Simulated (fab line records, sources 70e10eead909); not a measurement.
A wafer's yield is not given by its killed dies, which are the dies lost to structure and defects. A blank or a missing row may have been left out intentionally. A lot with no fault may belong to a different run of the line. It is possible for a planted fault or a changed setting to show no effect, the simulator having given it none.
Matching of chambers -- flow nand_harc -- NHARC_A_STAIRCASE_TRIM_20 on rie_diel-02 has 4 sister chambers
The step chemistry O2, time 211.2 s. 22 wafers are shown with their chamber, then 11 later ones without.

== WAFERS WITH THEIR CHAMBER ==
wafer,chamber,showerhead_plenum_p_Torr (Torr),drypump_motor_current_A (A),oes_product_au (a.u.)
L074.1,3,3.34,6.0,0.994
L074.5,1,3.71,6.1,0.978
L074.6,2,3.47,5.7,0.983
L077.1,2,3.46,5.7,0.991
L077.2,1,3.71,6.1,0.972
L077.6,0,3.34,6.0,0.985
L078.3,0,3.34,5.9,0.986
L078.4,1,3.71,6.1,0.978
L078.6,2,3.46,5.7,0.992
L081.3,1,3.70,6.2,0.982
L081.4,3,3.33,6.0,1.004
L081.6,1,3.70,6.2,0.985
L082.1,1,3.70,6.1,0.978
L082.2,2,3.46,5.7,0.981
L082.5,3,3.33,6.0,0.999
L084.1,1,3.70,6.1,0.984
L084.5,3,3.33,6.0,1.007
L084.6,2,3.46,5.7,0.994
L088.1,3,3.33,6.0,1.002
L088.2,0,3.33,6.0,0.999
L088.4,2,3.45,5.7,0.990
L091.4,1,3.70,6.1,0.981

SIGNATURES (averages over the wafers above)
reading,chamber 0,chamber 1,chamber 2,chamber 3,scatter within a chamber
showerhead_plenum_p_Torr,3.3367,3.7038,3.4600,3.3320,0.00545
drypump_motor_current_A,5.967,6.125,5.700,6.000,0.0347
oes_product_au,0.99000,0.97975,0.98850,1.00120,0.00516
Rule: for each reading, subtract the chamber's mean from the wafer's reading, divide by that reading's scatter and square the result; add these up over the readings and take the root, which gives the wafer's distance from the chamber. If the next closest chamber is less than 2 further off than the closest, the wafer can't be placed; otherwise it belongs to the closest. The scatter: the root of (the sum of the squares of (reading less its chamber's mean) over the shown wafers, divided by (wafers less chambers)).

== WAFERS WITHOUT THEIR CHAMBER ==
wafer,showerhead_plenum_p_Torr (Torr),drypump_motor_current_A (A),oes_product_au (a.u.)
L091.5,3.33,6.0,1.003
L091.6,3.32,6.0,0.996
L089.3,3.33,6.0,0.988
L089.5,3.45,5.7,0.980
L089.6,3.32,6.0,0.996
L095.3,3.44,5.7,0.987
L095.5,3.69,6.2,0.974
L095.6,3.44,5.7,0.984
L097.1,3.32,6.0,0.999
L097.3,3.69,6.1,0.990
L097.4,3.32,6.0,1.003

== WHICH CHAMBER EACH ONE RAN IN ==
wafer,from the rows above,in truth
L091.5,3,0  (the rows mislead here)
L091.6,can't be placed: 3 or 0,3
L089.3,can't be placed: 0 or 3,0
L089.5,2,2
L089.6,can't be placed: 3 or 0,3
L095.3,2,2
L095.5,1,1
L095.6,2,2
L097.1,can't be placed: 3 or 0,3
L097.3,1,1
L097.4,can't be placed: 3 or 0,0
5 of 11 placed correctly. From these rows, 5 cannot be placed; in 5 the true chamber is one of the candidates. Wrongly placed: 1.
